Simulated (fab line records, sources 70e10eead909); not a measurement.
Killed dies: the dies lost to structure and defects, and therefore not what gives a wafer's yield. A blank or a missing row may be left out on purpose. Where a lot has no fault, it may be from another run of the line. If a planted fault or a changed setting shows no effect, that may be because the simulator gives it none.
Which tool did it?	flow nandHarc	Sampling: 24 lots, 72 wafers, 6 of 1159 route steps

== WHAT THE GAUGES READ, wafer by wafer ==
The record lacks any reading of a measuring or inspecting step that a usual standard deviation could be used to judge.

== WHAT TOOL EACH LOT RAN ON (gives the tool, then ch and the chambers of the sampled wafers, and finally the start) ==
lot	NHARC_A_STAIRCASE_STRIP_175	NHARC_A_STAIRCASE_ETCH_188	NHARC_A_STAIRCASE_ETCH_190	NHARC_A_STAIRCASE_ETCH_203	NHARC_A_STAIRCASE_TRIM_226	NHARC_A_STAIRCASE_TRIM_235
L074	plasmaAsher-02 ch 0,1, day 10 19:35	rieDiel-01 ch 0,1,3, no start	rieDiel-01 ch 1,2,3, no start	rieDiel-07 ch 1,2,3, no start	rieDiel-07 ch 0,1,3, no start	rieDiel-01 ch 0,2,3, no start
L075	plasmaAsher-01 ch 0,1, day 11 12:14	rieDiel-01 ch 1,2,3, no start	rieDiel-01 ch 0,1,3, no start	rieDiel-11 ch 1,2,3, no start	rieDiel-01 ch 0,2,3, no start	rieDiel-01 ch 0,2,3, no start
L077	plasmaAsher-02 ch 0,1, day 11 12:34	rieDiel-07 ch 0,1, no start	rieDiel-07 ch 0,2,3, no start	rieDiel-01 ch 1,2, no start	rieDiel-11 ch 1,2,3, no start	rieDiel-11 ch 0,1, no start
L079	plasmaAsher-01 ch 0,1, day 11 16:13	rieDiel-07 ch 0,2,3, no start	rieDiel-07 ch 0,3, no start	rieDiel-07 ch 2,3, no start	rieDiel-01 ch 0,2,3, no start	rieDiel-01 ch 0,2,3, no start
L076	plasmaAsher-02 ch 0,1, day 11 16:54	rieDiel-11 ch 0,1, no start	rieDiel-11 ch 0,1, no start	rieDiel-07 ch 2,3, no start	rieDiel-07 ch 1,3, no start	rieDiel-07 ch 0,2,3, no start
L078	plasmaAsher-01 ch 0,1, day 11 22:13	rieDiel-11 ch 2,3, no start	rieDiel-11 ch 1,2,3, no start	rieDiel-07 ch 1,2, no start	rieDiel-01 ch 0,2,3, no start	rieDiel-01 ch 0,1, no start
L080	plasmaAsher-01 ch 0,1, day 11 23:15	rieDiel-01 ch 2,3, no start	rieDiel-01 ch 2,3, no start	rieDiel-01 ch 0,3, no start	rieDiel-07 ch 0,1,3, no start	rieDiel-01 ch 1,2, no start
L082	plasmaAsher-02 ch 0,1, day 12 21:00	rieDiel-01 ch 0,1,2, no start	rieDiel-01 ch 1,2, no start	rieDiel-01 ch 0,1,2, no start	rieDiel-11 ch 0,1,3, no start	rieDiel-11 ch 0,1, no start
L081	plasmaAsher-01 ch 0,1, day 12 21:15	rieDiel-07 ch 0,1,3, no start	rieDiel-07 ch 1,2, no start	rieDiel-01 ch 0,1,3, no start	rieDiel-11 ch 0,1,3, no start	rieDiel-07 ch 1,2,3, no start
L084	plasmaAsher-02 ch 0,1, day 13 13:00	rieDiel-07 ch 1,2,3, no start	rieDiel-07 ch 0,2,3, no start	rieDiel-07 ch 0,1, no start	rieDiel-01 ch 1,2, no start	rieDiel-07 ch 0,1,2, no start
L083	plasmaAsher-02 ch 0,1, day 13 13:37	rieDiel-01 ch 0,2,3, no start	rieDiel-01 ch 1,3, no start	rieDiel-01 ch 0,3, no start	rieDiel-11 ch 0,1,2, no start	rieDiel-01 ch 2,3, no start
L085	plasmaAsher-01 ch 0,1, day 13 17:35	rieDiel-11 ch 0,1,2, no start	rieDiel-11 ch 0,1,3, no start	rieDiel-11 ch 0,1,2, no start	rieDiel-11 ch 1,2,3, no start	rieDiel-01 ch 2,3, no start
L087	plasmaAsher-01 ch 0,1, day 14 16:20	rieDiel-01 ch 1,2,3, no start	rieDiel-01 ch 1,2,3, no start	rieDiel-01 ch 0,1, no start	rieDiel-07 ch 0,1,2, no start	rieDiel-11 ch 0,2,3, no start
L086	plasmaAsher-02 ch 0,1, day 14 16:36	rieDiel-11 ch 0,1, no start	rieDiel-11 ch 0,2,3, no start	rieDiel-11 ch 1,3, no start	rieDiel-11 ch 0,3, no start	rieDiel-11 ch 0,2, no start
L089	plasmaAsher-02 ch 0,1, day 14 21:22	rieDiel-01 ch 0,1,3, no start	rieDiel-01 ch 0,1,3, no start	rieDiel-01 ch 0,3, no start	rieDiel-11 ch 0,2,3, no start	rieDiel-11 ch 1,2,3, no start
L088	plasmaAsher-01 ch 0,1, day 14 21:57	rieDiel-11 ch 0,1, no start	rieDiel-11 ch 1,2, no start	rieDiel-11 ch 0,1,2, no start	rieDiel-07 ch 0,2,3, no start	rieDiel-11 ch 0,3, no start
L090	plasmaAsher-02 ch 0,1, day 15 05:37	rieDiel-11 ch 0,2,3, no start	rieDiel-11 ch 1,2,3, no start	rieDiel-11 ch 0,1,2, no start	rieDiel-01 ch 0,2,3, no start	rieDiel-01 ch 0,1,2, no start
L092	plasmaAsher-02 ch 0,1, day 15 12:14	rieDiel-01 ch 0,2, no start	rieDiel-01 ch 0,1,3, no start	rieDiel-07 ch 1,3, no start	rieDiel-07 ch 0,1,3, no start	rieDiel-01 ch 0,1,3, no start
L091	plasmaAsher-02 ch 0,1, day 15 14:07	rieDiel-07 ch 1,2,3, no start	rieDiel-07 ch 0,2,3, no start	rieDiel-07 ch 0,1,3, no start	rieDiel-11 ch 0,1,2, no start	rieDiel-07 ch 1,2,3, no start
L093	plasmaAsher-01 ch 0,1, day 15 18:47	rieDiel-01 ch 0,2,3, no start	rieDiel-01 ch 1,2, no start	rieDiel-11 ch 1,2,3, no start	rieDiel-11 ch 0,1, no start	rieDiel-11 ch 0,2, no start
L094	plasmaAsher-01 ch 0,1, day 15 22:14	rieDiel-11 ch 0,1,2, no start	rieDiel-11 ch 0,2, no start	rieDiel-11 ch 0,1,2, no start	rieDiel-07 ch 0,1,2, no start	rieDiel-01 ch 0,1, no start
L095	plasmaAsher-01 ch 0,1, day 16 00:50	rieDiel-07 ch 0,1, no start	rieDiel-07 ch 0,1, no start	rieDiel-07 ch 1,2,3, no start	rieDiel-07 ch 0,2,3, no start	rieDiel-01 ch 0,2,3, no start
L096	plasmaAsher-01 ch 1, day 16 02:22	rieDiel-07 ch 0,2,3, no start	rieDiel-07 ch 2,3, no start	rieDiel-07 ch 1,2,3, no start	rieDiel-01 ch 0,1,2, no start	rieDiel-07 ch 0,1,3, no start
L097	plasmaAsher-01 ch 0,1, day 16 08:04	rieDiel-07 ch 0,1,3, no start	rieDiel-07 ch 1,2,3, no start	rieDiel-07 ch 0,2,3, no start	rieDiel-07 ch 0,1,2, no start	rieDiel-01 ch 0,1,3, no start
- NHARC_A_STAIRCASE_STRIP_175: strips in O2.
- NHARC_A_STAIRCASE_ETCH_188: etches the open film in C4F8/O2, target depth 100 nm, time 40.5 s.
- NHARC_A_STAIRCASE_ETCH_190: etches the open film in C4F8/O2, target depth 100 nm, time 40.5 s.
- NHARC_A_STAIRCASE_ETCH_203: etches the open film in C4F8/O2, target depth 100 nm, time 40.5 s.
- NHARC_A_STAIRCASE_TRIM_226: chemistry O2, time 211.2 s.
- NHARC_A_STAIRCASE_TRIM_235: chemistry O2, time 211.2 s.

== WHAT THE TOOLS THEMSELVES READ (means of the sampled wafers that have a number; where no wafer has one, the mark that the record gives instead) ==
NHARC_A_STAIRCASE_STRIP_175.
lot	tool	drypumpMotorCurrentA (A)	heaterPowerW (W)
L074	plasmaAsher-02	6.1	359
L075	plasmaAsher-01	5.5	277
L077	plasmaAsher-02	5.7	343
L079	plasmaAsher-01	5.5	281
L076	plasmaAsher-02	5.8	344
L078	plasmaAsher-01	5.4	286
L080	plasmaAsher-01	5.5	278
L082	plasmaAsher-02	5.7	351
L081	plasmaAsher-01	5.5	258
L084	plasmaAsher-02	6.1	366
L083	plasmaAsher-02	6.1	359
L085	plasmaAsher-01	5.5	259
L087	plasmaAsher-01	5.4	277
L086	plasmaAsher-02	5.7	347
L089	plasmaAsher-02	5.7	353
L088	plasmaAsher-01	5.4	273
L090	plasmaAsher-02	5.7	349
L092	plasmaAsher-02	6.1	359
L091	plasmaAsher-02	5.7	353
L093	plasmaAsher-01	5.5	259
L094	plasmaAsher-01	5.4	277
L095	plasmaAsher-01	5.5	261
L096	plasmaAsher-01	5.3	285
L097	plasmaAsher-01	5.4	278

NHARC_A_STAIRCASE_ETCH_188.
lot	tool	oesProductAu (a.u.)	rfVppV (V)
L074	rieDiel-01	0.958	893
L075	rieDiel-01	0.952	894
L077	rieDiel-07	0.955	896
L079	rieDiel-07	0.943	895
L076	rieDiel-11	0.922	897
L078	rieDiel-11	0.968	890
L080	rieDiel-01	0.954	892
L082	rieDiel-01	0.967	892
L081	rieDiel-07	0.926	897
L084	rieDiel-07	0.956	899
L083	rieDiel-01	0.964	891
L085	rieDiel-11	0.927	893
L087	rieDiel-01	0.951	894
L086	rieDiel-11	0.916	895
L089	rieDiel-01	0.936	893
L088	rieDiel-11	0.922	892
L090	rieDiel-11	0.919	893
L092	rieDiel-01	0.928	889
L091	rieDiel-07	0.923	899
L093	rieDiel-01	0.940	890
L094	rieDiel-11	0.933	893
L095	rieDiel-07	0.938	895
L096	rieDiel-07	0.925	894
L097	rieDiel-07	0.940	896

NHARC_A_STAIRCASE_ETCH_190.
lot	tool	oesProductAu (a.u.)	rfVppV (V)
L074	rieDiel-01	0.964	894
L075	rieDiel-01	0.940	893
L077	rieDiel-07	0.942	895
L079	rieDiel-07	0.941	894
L076	rieDiel-11	0.919	895
L078	rieDiel-11	0.957	891
L080	rieDiel-01	0.954	891
L082	rieDiel-01	0.966	897
L081	rieDiel-07	0.935	896
L084	rieDiel-07	0.948	895
L083	rieDiel-01	0.956	896
L085	rieDiel-11	0.933	892
L087	rieDiel-01	0.956	894
L086	rieDiel-11	0.924	893
L089	rieDiel-01	0.954	893
L088	rieDiel-11	0.933	889
L090	rieDiel-11	0.948	889
L092	rieDiel-01	0.945	893
L091	rieDiel-07	0.934	894
L093	rieDiel-01	0.955	896
L094	rieDiel-11	0.926	896
L095	rieDiel-07	0.950	891
L096	rieDiel-07	0.925	897
L097	rieDiel-07	0.936	899

NHARC_A_STAIRCASE_ETCH_203.
lot	tool	oesProductAu (a.u.)	rfVppV (V)
L074	rieDiel-07	0.948	900
L075	rieDiel-11	0.949	891
L077	rieDiel-01	0.956	897
L079	rieDiel-07	0.933	901
L076	rieDiel-07	0.945	902
L078	rieDiel-07	0.950	896
L080	rieDiel-01	0.945	890
L082	rieDiel-01	0.948	893
L081	rieDiel-01	0.953	892
L084	rieDiel-07	0.953	891
L083	rieDiel-01	0.944	889
L085	rieDiel-11	0.943	893
L087	rieDiel-01	0.943	892
L086	rieDiel-11	0.946	889
L089	rieDiel-01	0.945	889
L088	rieDiel-11	0.950	892
L090	rieDiel-11	0.929	893
L092	rieDiel-07	0.936	902
L091	rieDiel-07	0.941	897
L093	rieDiel-11	0.940	890
L094	rieDiel-11	0.934	892
L095	rieDiel-07	0.927	899
L096	rieDiel-07	0.928	899
L097	rieDiel-07	0.942	895

NHARC_A_STAIRCASE_TRIM_226.
lot	tool	drypumpMotorCurrentA (A)	oesProductAu (a.u.)	rfVppV (V)	showerheadPlenumPTorr (Torr)	throttleValvePct (%)
L074	rieDiel-07	5.7	1.015	58.3	3.58	17.026
L075	rieDiel-01	5.7	1.003	57.0	3.38	17.024
L077	rieDiel-11	5.2	1.007	57.7	3.38	17.026
L079	rieDiel-01	5.7	1.011	58.2	3.38	17.035
L076	rieDiel-07	6.0	1.009	57.9	3.68	17.040
L078	rieDiel-01	5.7	1.010	57.2	3.38	17.042
L080	rieDiel-07	5.7	1.010	57.5	3.57	17.033
L082	rieDiel-11	5.5	0.988	57.6	3.44	17.035
L081	rieDiel-11	5.5	0.994	57.1	3.44	17.034
L084	rieDiel-01	5.6	1.025	57.7	3.46	17.036
L083	rieDiel-11	5.4	0.989	57.7	3.44	17.040
L085	rieDiel-11	5.2	1.001	57.3	3.37	17.034
L087	rieDiel-07	6.1	1.010	57.5	3.46	17.040
L086	rieDiel-11	5.8	0.988	57.8	3.51	17.037
L089	rieDiel-11	5.5	0.994	57.1	3.44	17.032
L088	rieDiel-07	5.8	1.002	58.3	3.51	17.045
L090	rieDiel-01	5.7	1.002	57.1	3.37	17.040
L092	rieDiel-07	5.7	0.999	58.3	3.56	17.038
L091	rieDiel-11	5.4	0.991	58.3	3.43	17.034
L093	rieDiel-11	5.7	0.987	57.6	3.50	17.042
L094	rieDiel-07	6.1	0.996	58.1	3.46	17.035
L095	rieDiel-07	5.8	0.996	57.4	3.50	17.037
L096	rieDiel-01	5.9	1.010	56.9	3.42	17.033
L097	rieDiel-07	6.2	0.999	57.2	3.46	17.032

NHARC_A_STAIRCASE_TRIM_235.
lot	tool	drypumpMotorCurrentA (A)	oesProductAu (a.u.)	rfVppV (V)	showerheadPlenumPTorr (Torr)	throttleValvePct (%)
L074	rieDiel-01	5.7	1.010	57.9	3.38	17.039
L075	rieDiel-01	5.7	1.007	56.4	3.38	17.043
L077	rieDiel-11	5.4	0.987	57.9	3.44	17.035
L079	rieDiel-01	5.7	1.012	57.5	3.38	17.035
L076	rieDiel-07	5.8	1.006	57.9	3.52	17.030
L078	rieDiel-01	5.7	1.017	58.2	3.51	17.036
L080	rieDiel-01	5.5	1.028	58.3	3.47	17.031
L082	rieDiel-11	5.7	0.985	57.8	3.51	17.033
L081	rieDiel-07	6.2	1.008	57.9	3.63	17.029
L084	rieDiel-07	6.1	1.003	58.6	3.47	17.036
L083	rieDiel-01	5.2	1.007	57.4	3.40	17.048
L085	rieDiel-01	5.2	1.010	57.5	3.40	17.037
L087	rieDiel-11	5.5	0.989	57.6	3.44	17.025
L086	rieDiel-11	5.4	0.997	57.5	3.45	17.039
L089	rieDiel-11	5.2	1.003	57.3	3.36	17.032
L088	rieDiel-11	5.8	0.986	57.7	3.51	17.029
L090	rieDiel-01	5.8	1.004	58.5	3.43	17.043
L092	rieDiel-01	5.6	0.995	56.7	3.43	17.038
L091	rieDiel-07	6.2	0.994	58.1	3.62	17.043
L093	rieDiel-11	5.4	0.990	57.2	3.45	17.036
L094	rieDiel-01	6.1	1.011	56.7	3.40	17.040
L095	rieDiel-01	5.7	1.010	56.5	3.36	17.037
L096	rieDiel-07	5.7	1.005	58.0	3.55	17.040
L097	rieDiel-01	5.6	1.000	56.6	3.43	17.039

== THE ANSWER, worked out from the rows above alone ==
Rule: usual is defined by the lots themselves. The widest of any qualifying gaps counts: lots, ordered by their means at a reading, are off when they make up no more than a third of the lots, leave a main group of 4 or more, and stand apart from it by 3 or more times the standard deviation of that group's means. A main group whose means are all the same, to the digits that the tables above print for the reading, isn't used. Also off: a lot with no number at a reading for which 4 or more lots have one. The other lots that the step has rows for count as sound. The gauges are gone through in route order, then the tools' own readings, and for those a lot's mean is taken as printed above. At the first step where some lot is off, the reading lying furthest off is the one used; lots without a number count as furthest.
Nothing can be told from this: no lot is off at any reading shown.

== WHAT THE SIMULATOR HAD PUT IN ==
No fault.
